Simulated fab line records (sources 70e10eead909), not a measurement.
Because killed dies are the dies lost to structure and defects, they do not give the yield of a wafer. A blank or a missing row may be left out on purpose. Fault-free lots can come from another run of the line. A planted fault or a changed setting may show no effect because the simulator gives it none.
fab line records	flow nandHarc
record: lots: 24	wafers: 72	lastDay: 26
route steps=1159 shown A_BLC@983 A_M0@1013
lots that met no fault: from a run of the same line without faults
startH: hours from the record's opening day to when the first of the lot's shown wafers began	waitH: hours elapsed since this lot's preceding step	" same as the row above	L1.1+2: a single row standing in for several wafers	- no value, or no start given	* or withheld: withheld	< > ~ a bound
route shown NAME@n: a module of which the file shows steps, and the number in the route of the first	usual: the fault-free wafers' mean and standard deviation	same: alike in all rows	chamber/n: place in a boat	sites: per-site readings	_std_site: the standard deviation of these	_edge_site: outer sites' mean less inner sites'	radiusMm: for every site, how far away it sits from the centre of the wafer	mask NAME#n: copy n	behind: the tool/chamber that last shaped the wafer	hold: what put the lot on hold/how long, in hours/how the hold closed	device: the n, p or np transistor that did not switch	end of line: the route-end tests of the same wafers	a step with no rows: only its recipe	killed: the dies lost at the first sort to structure and to defects; this is not the yield of the wafer	map: shows each die of a wafer: x if killed, . if not, _ if none is there
set.NAME: the run value of the setting; set.NAME@STEP: its run value at that earlier step	model.NAME: the simulator's own value behind a step, which no gauge read
route steps across a sampled set of lots; one table per step, one row per wafer
services: when a tool's chamber went out of use (startH, in hours from the record's first day, below 0 if earlier), for how many hours, and the reason
== steps ==
step: NHARC_A_BLC_STRIP_21
recipe: o2FlowSccm: 500	arFlowSccm: 0	biasW: 0	chemistry: O2
usual: drypumpMotorCurrentA: 5.6/0.49	oesProductAu: 1.003/0.012	rfVppV: 57.8/0.86	showerheadPlenumPTorr: 3.53/0.12	throttleValvePct: 17.037/0.0086
lot.wafer	tool	chamber	startH	waitH	drypumpMotorCurrentA	oesProductAu	rfHoursCounterH	rfVppV	showerheadPlenumPTorr	throttleValvePct
L076.1	rieDiel-12	3	397.07	0.1	6.0	1.007	3	56.9	3.60	17.019
L076.3	"	2	"	"	6.2	1.001	4	58.0	3.68	17.056
L076.6	"	3	"	"	6.0	1.010	-	58.9	3.60	17.027
L074.1	rieDiel-04	0	397.84	0.1	5.3	0.993	10	57.9	3.38	17.030
L074.3	"	3	"	"	6.5	0.996	10	57.2	3.59	17.032
L074.6	"	1	"	"	5.0	1.015	-	57.3	3.46	17.037
L075.3	rieDiel-12	2	402.86	0.1	6.2	1.014	6	58.4	3.68	17.038
L075.4	"	0	"	"	5.7	1.023	7	58.0	3.48	17.048
L075.5	"	3	"	"	6.0	1.006	-	57.8	3.60	17.030
L078.3	rieDiel-04	1	406.54	0.1	5.0	1.021	11	58.2	3.46	17.017
L078.1	"	3	"	"	6.6	0.997	11	57.2	3.59	17.034
L078.5	"	1	"	"	5.0	1.030	-	56.8	3.46	17.044
L079.3	rieDiel-04	1	414.25	0.1	5.0	1.018	12	57.3	3.46	17.043
L079.2	"	2	"	"	5.3	1.007	11	56.9	3.70	17.035
L079.4	"	3	"	"	6.6	0.989	12	57.4	3.59	17.032
L077.3	rieDiel-04	0	414.68	0.1	5.3	0.989	12	58.1	3.38	17.031
L077.6	"	3	"	"	6.6	0.983	-	57.3	3.59	17.040
L077.5	"	0	"	"	5.3	0.991	-	57.4	3.38	17.044
L080.4	rieDiel-01	2	444.01	0.1	5.7	0.989	15	59.2	3.75	17.050
L080.1	"	0	"	"	4.9	1.018	15	58.5	3.53	17.037
L080.5	"	2	"	"	5.7	0.988	-	58.2	3.75	17.035
L082.3	rieDiel-12	1	444.80	0.1	5.9	1.013	26	57.3	3.60	17.046
L082.6	"	2	"	"	6.2	1.011	-	58.2	3.68	17.032
L082.5	"	3	"	"	6.0	1.021	-	57.1	3.59	17.037
L084.1	rieDiel-01	0	450.62	0.1	4.9	1.007	16	58.2	3.53	17.038
L084.3	"	2	"	"	5.7	0.990	16	57.8	3.75	17.049
L084.6	"	1	"	"	5.2	0.996	-	58.3	3.38	17.030
L083.1	rieDiel-12	2	450.84	0.1	6.2	1.008	19	59.5	3.68	17.037
L083.3	"	3	"	"	6.0	1.015	26	59.4	3.59	17.024
L083.5	"	1	"	"	5.9	1.016	-	57.5	3.60	17.039
L081.4	rieDiel-01	2	451.26	0.1	5.7	0.987	16	59.4	3.75	17.050
L081.5	"	2	"	"	5.7	0.985	-	58.7	3.75	17.031
L081.6	"	3	"	"	5.8	1.001	-	57.3	3.41	17.036
L085.3	rieDiel-01	3	466.82	0.1	5.8	1.005	18	58.2	3.41	17.040
L085.4	"	2	"	"	5.7	0.989	17	58.5	3.75	17.030
L085.6	"	0	"	"	4.9	1.005	-	57.9	3.53	17.028
L087.1	rieDiel-01	1	467.75	0.1	5.2	0.980	17	58.3	3.38	17.042
L087.3	"	0	"	"	4.8	0.997	17	58.8	3.53	17.041
L087.5	"	1	"	"	5.2	0.985	-	55.6	3.38	17.047
L086.2	rieDiel-12	3	470.81	0.1	6.0	1.018	33	57.5	3.58	17.025
L086.4	"	0	"	"	5.7	1.005	32	59.0	3.46	17.051
L086.3	"	2	"	"	6.2	1.011	28	59.1	3.67	17.021
L089.1	rieDiel-01	0	474.74	0.1	4.9	0.987	18	57.1	3.53	17.036
L089.2	"	1	"	"	5.2	0.998	18	55.5	3.38	17.044
L089.5	"	1	"	"	5.2	0.988	-	56.9	3.38	17.046
L088.1	rieDiel-04	3	477.29	0.1	6.5	0.989	0	58.9	3.59	17.043
L088.2	"	2	"	"	5.3	1.017	0	58.0	3.70	17.042
L088.6	"	3	"	"	6.6	0.990	-	57.7	3.59	17.036
L091.3	rieDiel-04	1	498.72	0.1	5.0	1.023	2	57.8	3.46	17.032
L091.4	"	2	"	"	5.3	1.007	2	58.8	3.69	17.040
L091.5	"	0	"	"	5.3	0.996	-	57.2	3.38	17.036
L090.1	rieDiel-12	1	499.38	0.1	5.9	1.008	46	57.2	3.59	17.039
L090.3	"	2	"	"	6.2	0.998	37	57.4	3.67	17.043
L090.6	"	3	"	"	6.0	1.013	-	57.3	3.58	17.022
L094.1	rieDiel-01	1	507.68	0.1	5.2	1.015	0	58.7	3.38	17.043
L094.4	"	0	"	"	4.9	0.991	0	57.9	3.52	17.037
L094.6	"	2	"	"	5.7	0.977	-	58.2	3.74	17.028
L095.4	rieDiel-04	3	521.69	0.1	6.5	0.992	4	58.0	3.58	17.052
L095.2	"	0	"	"	5.3	0.997	4	57.2	3.38	17.039
L095.1	"	1	"	"	5.0	1.011	4	57.1	3.46	17.029
L092.2	rieDiel-04	1	525.24	0.1	5.0	1.014	4	56.6	3.46	17.042
L092.3	"	2	"	"	5.3	1.013	4	58.9	3.69	17.032
L092.5	"	0	"	"	5.3	0.993	-	57.7	3.38	17.026
L093.4	rieDiel-04	1	535.34	0.1	5.0	1.000	5	58.5	3.46	17.040
L093.6	"	0	"	"	5.3	0.996	-	56.2	3.38	17.029
L093.5	"	1	"	"	5.0	1.003	-	57.3	3.46	17.039
L096.3	rieDiel-12	1	540.75	0.1	5.9	1.010	61	58.8	3.58	17.048
L096.6	"	0	"	"	5.7	1.011	-	57.4	3.45	17.032
L096.5	"	1	"	"	5.9	1.021	-	57.5	3.58	17.044
L097.2	rieDiel-01	1	543.66	0.1	5.2	1.012	5	56.9	3.37	17.032
L097.1	"	2	"	"	5.7	0.989	5	57.8	3.74	17.024
L097.6	"	1	"	"	5.2	1.003	-	58.9	3.37	17.045
step: NHARC_A_BLC_INSPECT_28
usual: rawDefectCount: 444/140
lot.wafer	tool	chamber	startH	waitH	rawDefectCount
L076.1	defectInspect-01	-	401.52	0.1	276
L076.3	"	-	"	"	551
L076.6	"	-	"	"	368
L074.1	defectInspect-02	-	401.97	0.1	310
L074.3	"	-	"	"	262
L074.6	"	-	"	"	343
L075.3	defectInspect-02	-	404.67	0.1	269
L075.4	"	-	"	"	321
L075.5	"	-	"	"	448
L078.1	defectInspect-01	-	412.04	0.1	357
L078.3	"	-	"	"	421
L078.5	"	-	"	"	362
L079.2	defectInspect-02	-	416.60	0.1	356
L079.3	"	-	"	"	555
L079.4	"	-	"	"	414
L077.3	defectInspect-01	-	417.05	0.1	386
L077.5	"	-	"	"	532
L077.6	"	-	"	"	456
L080.1	defectInspect-01	-	447.99	0.1	348
L080.4	"	-	"	"	603
L080.5	"	-	"	"	475
L082.3	defectInspect-01	-	448.19	0.1	405
L082.5	"	-	"	"	541
L082.6	"	-	"	"	446
L084.1	defectInspect-01	-	452.42	0.1	570
L084.3	"	-	"	"	405
L084.6	"	-	"	"	376
L083.1	defectInspect-01	-	452.86	0.1	236
L083.3	"	-	"	"	372
L083.5	"	-	"	"	488
L081.4	defectInspect-01	-	453.17	0.1	351
L081.5	"	-	"	"	341
L081.6	"	-	"	"	327
L085.3	defectInspect-01	-	469.08	0.1	413
L085.4	"	-	"	"	425
L085.6	"	-	"	"	393
L087.1	defectInspect-02	-	470.00	0.1	494
L087.3	"	-	"	"	452
L087.5	"	-	"	"	539
L086.2	defectInspect-01	-	474.63	0.1	294
L086.3	"	-	"	"	300
L086.4	"	-	"	"	503
L089.1	defectInspect-02	-	478.88	0.1	366
L089.2	"	-	"	"	322
L089.5	"	-	"	"	233
L088.1	defectInspect-02	-	488.48	0.1	413
L088.2	"	-	"	"	439
L088.6	"	-	"	"	519
L091.3	defectInspect-01	-	504.09	0.1	527
L091.4	"	-	"	"	494
L091.5	"	-	"	"	569
L090.1	defectInspect-02	-	504.50	0.1	519
L090.3	"	-	"	"	556
L090.6	"	-	"	"	609
L094.1	defectInspect-02	-	509.49	0.1	646
L094.4	"	-	"	"	777
L094.6	"	-	"	"	839
L095.1	defectInspect-02	-	532.64	0.1	354
L095.2	"	-	"	"	614
L095.4	"	-	"	"	559
L092.2	defectInspect-01	-	533.83	0.1	512
L092.3	"	-	"	"	437
L092.5	"	-	"	"	488
L093.4	defectInspect-01	-	540.58	0.1	329
L093.5	"	-	"	"	278
L093.6	"	-	"	"	336
L096.3	defectInspect-02	-	542.82	0.1	450
L096.5	"	-	"	"	389
L096.6	"	-	"	"	281
L097.1	defectInspect-01	-	545.47	0.1	577
L097.2	"	-	"	"	581
L097.6	"	-	"	"	420
step: NHARC_A_M0_DEGAS_28
recipe: tempC: 250	timeS: 60
usual: heaterPowerW: 326/30
lot.wafer	tool	chamber	startH	waitH	heaterPowerW
L076.1	pvdSputter-01	-	403.76	-	307
L076.3	"	-	"	"	331
L076.6	"	-	"	"	319
L074.3	pvdSputter-03	-	404.04	-	384
L074.1	"	-	"	"	331
L074.6	"	-	"	"	384
L075.4	pvdSputter-01	-	406.56	-	328
L075.3	"	-	"	"	317
L075.5	"	-	"	"	361
L078.1	pvdSputter-02	-	414.20	-	337
L078.3	"	-	"	"	292
L078.5	"	-	"	"	331
L079.3	pvdSputter-01	-	418.75	-	336
L079.2	"	-	"	"	363
L079.4	"	-	"	"	259
L077.3	pvdSputter-03	-	419.14	-	314
L077.5	"	-	"	"	323
L077.6	"	-	"	"	308
L080.4	pvdSputter-03	-	449.92	-	315
L080.1	"	-	"	"	389
L080.5	"	-	"	"	315
L082.3	pvdSputter-02	-	450.19	-	326
L082.5	"	-	"	"	341
L082.6	"	-	"	"	290
L084.3	pvdSputter-01	-	454.36	-	307
L084.1	"	-	"	"	339
L084.6	"	-	"	"	268
L083.1	pvdSputter-02	-	454.90	-	325
L083.3	"	-	"	"	327
L083.5	"	-	"	"	340
L081.4	pvdSputter-01	-	455.20	-	333
L081.6	"	-	"	"	268
L081.5	"	-	"	"	313
L085.4	pvdSputter-01	-	471.27	-	335
L085.3	"	-	"	"	359
L085.6	"	-	"	"	316
L087.3	pvdSputter-02	-	471.98	-	331
L087.1	"	-	"	"	323
L087.5	"	-	"	"	329
L086.4	pvdSputter-01	-	476.68	-	325
L086.3	"	-	"	"	264
L086.2	"	-	"	"	314
L089.2	pvdSputter-02	-	481.22	-	298
L089.1	"	-	"	"	335
L089.5	"	-	"	"	292
L088.2	pvdSputter-03	-	490.36	-	340
L088.1	"	-	"	"	323
L088.6	"	-	"	"	324
L091.3	pvdSputter-01	-	506.61	-	363
L091.4	"	-	"	"	332
L091.5	"	-	"	"	361
L090.3	pvdSputter-02	-	506.77	-	298
L090.1	"	-	"	"	320
L090.6	"	-	"	"	295
L094.1	pvdSputter-03	-	511.39	-	320
L094.4	"	-	"	"	321
L094.6	"	-	"	"	313
L095.1	pvdSputter-03	-	534.52	-	321
L095.4	"	-	"	"	393
L095.2	"	-	"	"	334
L092.2	pvdSputter-01	-	535.97	-	285
L092.3	"	-	"	"	353
L092.5	"	-	"	"	289
L093.4	pvdSputter-01	-	542.48	-	351
L093.5	"	-	"	"	337
L093.6	"	-	"	"	361
L096.3	pvdSputter-03	-	544.95	-	315
L096.5	"	-	"	"	317
L096.6	"	-	"	"	325
L097.2	pvdSputter-03	-	547.65	-	324
L097.1	"	-	"	"	316
L097.6	"	-	"	"	323
step: NHARC_A_M0_INSPECT_27
usual: rawDefectCount: 488/150
lot.wafer	tool	chamber	startH	waitH	rawDefectCount
L076.1	defectInspect-01	-	405.34	0.0	353
L076.3	"	-	"	"	381
L076.6	"	-	"	"	498
L074.1	defectInspect-02	-	405.64	0.0	467
L074.3	"	-	"	"	448
L074.6	"	-	"	"	426
L075.3	defectInspect-01	-	408.12	0.0	320
L075.4	"	-	"	"	558
L075.5	"	-	"	"	451
L078.1	defectInspect-02	-	415.75	0.0	457
L078.3	"	-	"	"	606
L078.5	"	-	"	"	521
L079.2	defectInspect-01	-	420.52	0.0	580
L079.3	"	-	"	"	497
L079.4	"	-	"	"	449
L077.3	defectInspect-02	-	420.72	0.0	309
L077.5	"	-	"	"	858
L077.6	"	-	"	"	464
L080.1	defectInspect-01	-	451.48	0.0	248
L080.4	"	-	"	"	359
L080.5	"	-	"	"	385
L082.3	defectInspect-02	-	451.81	0.0	468
L082.5	"	-	"	"	424
L082.6	"	-	"	"	406
L084.1	defectInspect-02	-	456.33	0.0	622
L084.3	"	-	"	"	371
L084.6	"	-	"	"	415
L083.1	defectInspect-02	-	456.94	0.0	443
L083.3	"	-	"	"	334
L083.5	"	-	"	"	318
L081.4	defectInspect-02	-	457.19	0.0	718
L081.5	"	-	"	"	608
L081.6	"	-	"	"	411
L085.3	defectInspect-02	-	472.81	0.0	326
L085.4	"	-	"	"	296
L085.6	"	-	"	"	330
L087.1	defectInspect-02	-	473.53	0.0	494
L087.3	"	-	"	"	706
L087.5	"	-	"	"	553
L086.2	defectInspect-02	-	478.29	0.0	570
L086.3	"	-	"	"	464
L086.4	"	-	"	"	698
L089.1	defectInspect-01	-	482.77	0.0	368
L089.2	"	-	"	"	420
L089.5	"	-	"	"	424
L088.1	defectInspect-02	-	491.94	0.0	467
L088.2	"	-	"	"	707
L088.6	"	-	"	"	568
L091.3	defectInspect-02	-	508.20	0.0	977
L091.4	"	-	"	"	564
L091.5	"	-	"	"	390
L090.1	defectInspect-02	-	508.34	0.0	391
L090.3	"	-	"	"	352
L090.6	"	-	"	"	380
L094.1	defectInspect-02	-	513.05	0.0	801
L094.4	"	-	"	"	719
L094.6	"	-	"	"	778
L095.1	defectInspect-02	-	536.23	0.0	402
L095.2	"	-	"	"	332
L095.4	"	-	"	"	358
L092.2	defectInspect-01	-	538.13	0.0	370
L092.3	"	-	"	"	390
L092.5	"	-	"	"	436
L093.4	defectInspect-02	-	544.35	0.0	521
L093.5	"	-	"	"	524
L093.6	"	-	"	"	850
L096.3	defectInspect-02	-	546.53	0.0	506
L096.5	"	-	"	"	385
L096.6	"	-	"	"	428
L097.1	defectInspect-01	-	549.38	0.0	579
L097.2	"	-	"	"	545
L097.6	"	-	"	"	466
step: NHARC_A_M0_PRE_CLEAN_31
recipe: timeS: 12	tempC: 370	rfPowerW: 300	gas: NH3
usual: heaterPowerW: 643/61
lot.wafer	tool	chamber	startH	waitH	heaterPowerW
L076.1	pecvd-02	0	405.41	0.1	676
L076.3	"	2	"	"	550
L076.6	"	2	"	"	557
L074.3	pecvd-03	0	405.72	0.1	613
L074.1	"	1	"	"	681
L074.6	"	1	"	"	693
L075.3	pecvd-02	1	408.20	0.1	570
L075.5	"	1	"	"	574
L075.4	"	2	"	"	519
L078.1	pecvd-01	0	415.86	0.1	633
L078.3	"	1	"	"	560
L078.5	"	0	"	"	609
L079.3	pecvd-03	1	420.60	0.1	719
L079.2	"	2	"	"	702
L079.4	"	2	"	"	679
L077.3	pecvd-02	2	420.81	0.1	554
L077.6	"	0	"	"	717
L077.5	"	2	"	"	544
L080.1	pecvd-02	0	451.55	0.1	623
L080.4	"	1	"	"	659
L080.5	"	2	"	"	622
L082.3	pecvd-02	0	451.89	0.1	642
L082.5	"	0	"	"	642
L082.6	"	1	"	"	561
L084.3	pecvd-02	0	456.40	0.1	702
L084.1	"	1	"	"	653
L084.6	"	2	"	"	601
L083.3	pecvd-01	1	457.41	0.5	641
L083.1	"	2	"	"	775
L083.5	"	2	"	"	765
L081.6	pecvd-03	0	457.60	0.4	719
L081.5	"	1	"	"	672
L081.4	"	2	"	"	649
L085.3	pecvd-02	0	472.87	0.1	667
L085.4	"	0	"	"	655
L085.6	"	1	"	"	584
L087.1	pecvd-01	2	473.64	0.1	676
L087.3	"	0	"	"	738
L087.5	"	0	"	"	747
L086.3	pecvd-02	1	478.37	0.1	621
L086.2	"	2	"	"	590
L086.4	"	1	"	"	638
L089.2	pecvd-01	1	482.84	0.1	657
L089.1	"	2	"	"	747
L089.5	"	2	"	"	761
L088.1	pecvd-02	0	492.02	0.1	622
L088.2	"	1	"	"	562
L088.6	"	0	"	"	618
L091.3	pecvd-02	1	508.29	0.1	635
L091.4	"	2	"	"	550
L091.5	"	0	"	"	664
L090.1	pecvd-03	1	508.42	0.1	611
L090.3	"	2	"	"	638
L090.6	"	1	"	"	614
L094.1	pecvd-02	0	513.12	0.1	621
L094.6	"	0	"	"	596
L094.4	"	2	"	"	626
L095.1	pecvd-01	2	536.31	0.1	690
L095.2	"	0	"	"	763
L095.4	"	1	"	"	575
L092.3	pecvd-01	0	538.34	0.2	720
L092.2	"	2	"	"	725
L092.5	"	2	"	"	721
L093.4	pecvd-02	1	544.45	0.1	616
L093.5	"	2	"	"	517
L093.6	"	0	"	"	658
L096.3	pecvd-03	2	546.60	0.1	715
L096.5	"	2	"	"	699
L096.6	"	1	"	"	618
L097.1	pecvd-02	1	549.46	0.1	690
L097.2	"	2	"	"	587
L097.6	"	0	"	"	649
step: NHARC_A_M0_DEP_32
recipe: targetThkA: 300	tempC: 370	targetThkNm: 30	pressureTorr: 3	flowSccm: 200	rfW: 450	material: SiCN
usual: heaterPowerW: 599/59
lot.wafer	tool	chamber	startH	waitH	heaterPowerW
L076.1	pecvd-02	0	405.48	0.1	668
L076.3	"	2	"	"	540
L076.6	"	2	"	"	536
L074.3	pecvd-03	0	405.83	0.1	625
L074.1	"	1	"	"	674
L074.6	"	1	"	"	680
L075.3	pecvd-02	1	408.30	0.1	540
L075.5	"	1	"	"	535
L075.4	"	2	"	"	578
L078.1	pecvd-01	0	416.02	0.1	596
L078.3	"	1	"	"	562
L078.5	"	0	"	"	610
L079.3	pecvd-03	1	420.70	0.1	674
L079.2	"	2	"	"	633
L079.4	"	2	"	"	632
L077.3	pecvd-02	2	420.95	0.1	507
L077.6	"	0	"	"	618
L077.5	"	2	"	"	517
L080.1	pecvd-02	0	451.63	0.1	663
L080.4	"	1	"	"	549
L080.5	"	2	"	"	479
L082.3	pecvd-02	0	451.97	0.1	584
L082.5	"	0	"	"	595
L082.6	"	1	"	"	551
L084.3	pecvd-02	0	456.48	0.1	644
L084.1	"	1	"	"	565
L084.6	"	2	"	"	535
L083.3	pecvd-01	1	457.52	0.1	596
L083.1	"	2	"	"	622
L083.5	"	2	"	"	626
L081.6	pecvd-03	0	457.77	0.2	589
L081.5	"	1	"	"	596
L081.4	"	2	"	"	601
L085.3	pecvd-02	0	472.95	0.1	617
L085.4	"	0	"	"	629
L085.6	"	1	"	"	614
L087.1	pecvd-01	2	473.72	0.1	719
L087.3	"	0	"	"	720
L087.5	"	0	"	"	726
L086.3	pecvd-02	1	478.48	0.1	566
L086.2	"	2	"	"	526
L086.4	"	1	"	"	588
L089.2	pecvd-01	1	482.92	0.1	605
L089.1	"	2	"	"	651
L089.5	"	2	"	"	636
L088.1	pecvd-02	0	492.13	0.1	549
L088.2	"	1	"	"	533
L088.6	"	0	"	"	551
L091.3	pecvd-02	1	508.43	0.1	595
L091.4	"	2	"	"	572
L091.5	"	0	"	"	649
L090.1	pecvd-03	1	508.53	0.1	590
L090.3	"	2	"	"	645
L090.6	"	1	"	"	604
L094.1	pecvd-02	0	513.20	0.1	593
L094.6	"	0	"	"	594
L094.4	"	2	"	"	473
L095.1	pecvd-01	2	536.42	0.1	684
L095.2	"	0	"	"	707
L095.4	"	1	"	"	624
L092.3	pecvd-01	0	538.43	0.1	653
L092.2	"	2	"	"	663
L092.5	"	2	"	"	665
L093.4	pecvd-02	1	544.62	0.2	634
L093.5	"	2	"	"	575
L093.6	"	0	"	"	603
L096.3	pecvd-03	2	546.68	0.1	651
L096.5	"	2	"	"	646
L096.6	"	1	"	"	565
L097.1	pecvd-02	1	549.57	0.1	567
L097.2	"	2	"	"	574
L097.6	"	0	"	"	525
== services ==
tool	chamber	startH	hours	kind
rieDiel-12	-	379.45	9.0	pm
pecvd-01	0	388.09	12.3	repair
pecvd-01	2	389.13	18.7	repair
pecvd-03	-	391.36	1.3	repair
pvdSputter-02	-	392.00	10.0	pm
rieDiel-12	0	404.99	3.0	repair
rieDiel-12	2	406.89	20.2	repair
pecvd-01	2	412.07	6.6	repair
pecvd-01	-	418.40	13.0	pm
rieDiel-04	3	446.09	1.7	repair
pvdSputter-03	-	458.02	10.0	pm
rieDiel-04	-	465.94	9.0	pm
pecvd-03	-	473.23	13.0	pm
pvdSputter-03	-	477.80	0.8	repair
rieDiel-01	-	491.80	9.0	pm
pvdSputter-01	-	514.02	10.0	pm
rieDiel-12	3	514.80	6.8	repair
pecvd-02	-	515.66	13.0	pm
pecvd-02	0	515.66	13.0	ventCycle
pecvd-02	1	515.66	13.0	ventCycle
pecvd-02	2	515.66	13.0	ventCycle
pvdSputter-03	-	516.29	3.8	repair
pvdSputter-01	-	545.71	0.9	repair
rieDiel-04	1	548.95	20.0	repair
== key ==
fault none
